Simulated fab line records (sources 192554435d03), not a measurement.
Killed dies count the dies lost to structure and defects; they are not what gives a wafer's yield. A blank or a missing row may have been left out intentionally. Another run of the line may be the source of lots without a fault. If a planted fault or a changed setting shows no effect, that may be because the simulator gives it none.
Matching of chambers + flow n5-finfet + 3 sister chambers for N5_BEOL_M7_PECVD_70 on pecvd-03
The step deposits SiO2 from TEOS/O2, target thk 20 nm, time 22.7 s. 6 wafers are shown with their chamber, then 10 later ones without.

== EACH WAFER AND ITS CHAMBER ==
| wafer  | chamber | showerhead-plenum-p-Torr (Torr) | throttle-valve-pct (%) |
|--------|---------|---------------------------------|------------------------|
| L083.4 | 2       | 8.77                            | 21.5                   |
| L092.1 | 1       | 8.73                            | 21.6                   |
| L092.2 | 0       | 8.90                            | 23.7                   |
| L092.4 | 0       | 8.86                            | 23.6                   |
| L094.4 | 2       | 8.77                            | 22.0                   |
| L094.5 | 1       | 8.74                            | 21.2                   |

== WAFERS WHOSE CHAMBER IS MISSING ==
| wafer  | showerhead-plenum-p-Torr (Torr) | throttle-valve-pct (%) |
|--------|---------------------------------|------------------------|
| L094.6 | 8.87                            | 23.4                   |
| L093.1 | 8.88                            | 23.1                   |
| L093.4 | 8.87                            | 23.1                   |
| L093.5 | 8.72                            | 21.4                   |
| L095.1 | 8.86                            | 23.4                   |
| L095.3 | 8.79                            | 21.7                   |
| L095.6 | 8.75                            | 21.5                   |
| L097.1 | 8.75                            | 21.3                   |
| L097.2 | 8.88                            | 23.2                   |
| L097.6 | 8.78                            | 22.0                   |

== EACH ONE'S CHAMBER ==
| wafer  | from the rows above     | in truth |
|--------|-------------------------|----------|
| L094.6 | 0                       | 0        |
| L093.1 | 0                       | 0        |
| L093.4 | 0                       | 0        |
| L093.5 | 1                       | 1        |
| L095.1 | 0                       | 0        |
| L095.3 | 2                       | 2        |
| L095.6 | can't be placed: 1 or 2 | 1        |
| L097.1 | can't be placed: 1 or 2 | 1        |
| L097.2 | 0                       | 0        |
| L097.6 | 2                       | 2        |
Placed correctly: 8 of 10. Not placeable from these rows: 2 (in 2, the candidates include the true chamber). Placed wrongly: 0.
How it was worked out, from the rows above alone: a wafer's distance from a chamber is the root of the sum, over the readings, of the square of ((its reading less the chamber's mean) divided by the reading's scatter). If the next closest chamber is less than 2 further off than the closest, the wafer can't be placed; otherwise it belongs to the closest. The mean given for a chamber averages the wafers shown for that chamber. How the scatter is found: for the shown wafers, subtract from each reading the mean of its chamber, square and add these, divide the total by (wafers less chambers), then take the root.
